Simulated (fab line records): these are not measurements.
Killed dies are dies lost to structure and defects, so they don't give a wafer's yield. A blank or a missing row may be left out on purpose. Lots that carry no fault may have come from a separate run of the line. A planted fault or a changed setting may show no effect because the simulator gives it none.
Struck lot and sound lot, side by side	flow nandHarc	15 steps out of a route of 1302
Sound: wafers L737.1, L737.2, L737.4. Struck: wafer L748.2 (L748.1, L748.3, from the same lot, were not struck and are left out); the cause is given at the end.
At each step with rows: each side's tool, then ch and its chambers, then its first start. Under that, the readings that differ: sound wafers	struck wafers	difference of the means	sigmas: that difference in standard deviations of wafers without a fault.
alike: readings with means less than 2 such deviations apart, plus words and numbers identical on both sides. not compared: withheld readings, readings lacking a value on some wafer, bounds such as >300 that could conceal the same value, and numbers that have no deviation in the record and whose values overlap.
A row with sigmas, a row that says differs or no value, or rows on one side alone: a step with any of these is where the two part. Non-overlapping numbers with no deviation appear without sigmas and do not part them. A reading that every wafer of one side lacks parts them only if that side has two wafers or more.

first, 5 steps without rows for these wafers: NHARC_A_SGD_CUT_SOFTBAKE_04 (time 55 s); NHARC_A_SGD_CUT_EBR_05; NHARC_A_SGD_CUT_EXPOSE_06 (exposes mask SGD); NHARC_A_SGD_CUT_PEB_07 (peb time 65 s); NHARC_A_SGD_CUT_DEVELOP_08 (develop time 35 s).
NHARC_A_SGD_CUT_CD_MEAS_09: target cd 100 nm.
  sound on cdSem-03 ch 0, day 22 16:37; struck on cdSem-01 ch 0, day 26 15:46
  alike: cdNm
NHARC_A_SGD_CUT_OVL_MEAS_10:
  sound on overlay-01, day 22 16:41; struck on overlay-01, day 26 15:52
  alike: overlayXNm, overlayYNm
NHARC_A_SGD_CUT_INSPECT_11:
  sound on defectInspect-02, day 22 16:44; struck on defectInspect-02, day 26 15:54
  alike: rawDefectCount
NHARC_A_SGD_CUT_DESCUM_14: chemistry O2, time 3 s.
  sound on rieDiel-06 ch 0,1,3, day 22 16:48; struck on rieDiel-08 ch 0, day 26 15:58
reading	sound	struck	difference	sigmas
rfHoursCounterH (h)	1 2 2	3	+1	
  alike: chamberPressureMTorr, drypumpMotorCurrentA, oesProductAu, rfVppV, showerheadPlenumPTorr, throttleValvePct
NHARC_A_SGD_CUT_ETCH_58: etches the open film in CF4, target depth 39 nm, time 65 s.
  sound on rieDiel-06 ch 0,1,2, day 22 16:53; struck on rieDiel-08 ch 2, day 26 16:03
reading	sound	struck	difference	sigmas
rfHoursCounterH (h)	2 1 2	3	+1	
  alike: chamberPressureMTorr, drypumpMotorCurrentA, oesProductAu, rfVppV, showerheadPlenumPTorr, throttleValvePct
NHARC_A_SGD_CUT_ETCH_59: etches the open film in N2/H2, target depth 260 nm, time 406.25 s.
  sound on rieDiel-06 ch 0,1,2; struck on rieDiel-08 ch 1
reading	sound	struck	difference	sigmas
rfHoursCounterH (h)	2 2 2	3	+1	
  alike: chamberPressureMTorr, drypumpMotorCurrentA, oesProductAu, rfVppV, showerheadPlenumPTorr, throttleValvePct
NHARC_A_SGD_CUT_ETCH_15: etches the open film in CH3F/O2, target depth 75 nm, time 64.3 s.
  sound on rieDiel-06 ch 0,1,2; struck on rieDiel-08 ch 2
reading	sound	struck	difference	sigmas
oesProductAu (a.u.)	0.935 0.928 0.913	0.974	+0.049	+3
rfHoursCounterH (h)	2 2 2	3	+1	
  alike: chamberPressureMTorr, drypumpMotorCurrentA, rfVppV, showerheadPlenumPTorr, throttleValvePct
NHARC_A_SGD_CUT_ETCH_16: etches the open film in C4F8/O2/Ar, target depth 310.5 nm, time 155.2 s.
  sound on rieDiel-06 ch 1,2,3, day 22 17:22; struck on rieDiel-08 ch 0, day 26 16:32
reading	sound	struck	difference	sigmas
oesProductAu (a.u.)	0.940 0.957 0.958	0.871	-0.081	-6
rfHoursCounterH (h)	2 2 2	3	+1	
  alike: chamberPressureMTorr, rfVppV
then, 1 step without rows for these wafers: NHARC_A_SGD_CUT_STRIP_60 (strips in C4F8/O2/Ar).
-- record jumps: 6 days between struck wafers' starts before vs after; left off in module A_SGD_CUT, resumes in module END, first step shown is number 1302 of the route --
NHARC_END_SORT_01:
  sound on prober-02 ch 0, day 27 13:44; struck on prober-01 ch 0, day 32 08:40
reading	sound	struck	difference	sigmas
killedAtArray	55 50 48	673	+622	+39
killedDies	57 58 53	677	+621	+37
  alike: killedAtOther, killedAtPeriphery, killedOpen, killedShort

WHERE THEY PART
Earliest at NHARC_A_SGD_CUT_ETCH_15; latest, in this record, at NHARC_END_SORT_01.

WHY: what had been put in by the simulator
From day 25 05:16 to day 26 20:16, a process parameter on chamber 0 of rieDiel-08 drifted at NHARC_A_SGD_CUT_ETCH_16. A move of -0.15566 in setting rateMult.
